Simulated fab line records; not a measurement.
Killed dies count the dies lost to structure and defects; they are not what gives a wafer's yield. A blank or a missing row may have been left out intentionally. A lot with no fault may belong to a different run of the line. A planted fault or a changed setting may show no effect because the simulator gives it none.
Chamber matching :: flow n5-finfet :: rie-si-05 running N5_DUMMY_GATE_TRIM_49: 4 sister chambers
The step chemistry O2, time 29 s, target cd 14 nm. 7 wafers are shown with their chamber, then 7 later ones without.

## WAFERS, EACH WITH ITS CHAMBER
wafer: L078.1
chamber: 0
throttle-valve-pct (%): 8.42
oes-product-au (a.u.): 1.030

wafer: L080.3
chamber: 3
throttle-valve-pct (%): 8.19
oes-product-au (a.u.): 0.986

wafer: L080.6
chamber: 0
throttle-valve-pct (%): 8.46
oes-product-au (a.u.): 1.024

wafer: L081.3
chamber: 1
throttle-valve-pct (%): 8.28
oes-product-au (a.u.): 1.005

wafer: L081.6
chamber: 2
throttle-valve-pct (%): 7.98
oes-product-au (a.u.): 0.974

wafer: L087.2
chamber: 1
throttle-valve-pct (%): 8.28
oes-product-au (a.u.): 0.990

wafer: L087.3
chamber: 2
throttle-valve-pct (%): 7.99
oes-product-au (a.u.): 0.967

## WAFERS WITHOUT THEIR CHAMBER
wafer: L087.5
throttle-valve-pct (%): 8.20
oes-product-au (a.u.): 0.980

wafer: L091.1
throttle-valve-pct (%): 8.29
oes-product-au (a.u.): 0.998

wafer: L091.4
throttle-valve-pct (%): 7.99
oes-product-au (a.u.): 0.989

wafer: L091.6
throttle-valve-pct (%): 8.30
oes-product-au (a.u.): 0.999

wafer: L094.1
throttle-valve-pct (%): 8.19
oes-product-au (a.u.): 0.996

wafer: L094.4
throttle-valve-pct (%): 8.20
oes-product-au (a.u.): 0.986

wafer: L094.5
throttle-valve-pct (%): 8.20
oes-product-au (a.u.): 0.986

## CHAMBER TAKEN BY EACH
wafer: L087.5
from the rows above: 3
in truth: 3

wafer: L091.1
from the rows above: 1
in truth: 1

wafer: L091.4
from the rows above: 2
in truth: 2

wafer: L091.6
from the rows above: 1
in truth: 1

wafer: L094.1
from the rows above: 3
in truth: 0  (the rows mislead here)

wafer: L094.4
from the rows above: 3
in truth: 3

wafer: L094.5
from the rows above: 3
in truth: 3
Correct placement for 6 of the 7. From these rows, 0 cannot be placed. Number placed wrongly: 1.
How it was worked out, from the rows above alone: a wafer's distance from a chamber is the root of the sum, over the readings, of the square of ((its reading less the chamber's mean) divided by the reading's scatter). The wafer belongs to the nearest chamber; if the next one is less than 2 further off, it can't be placed. For every chamber, the mean is computed from those of its wafers that are shown. The scatter: take each reading less its chamber's mean, square it, sum over the shown wafers, divide by the number of wafers less the number of chambers, and take the root.
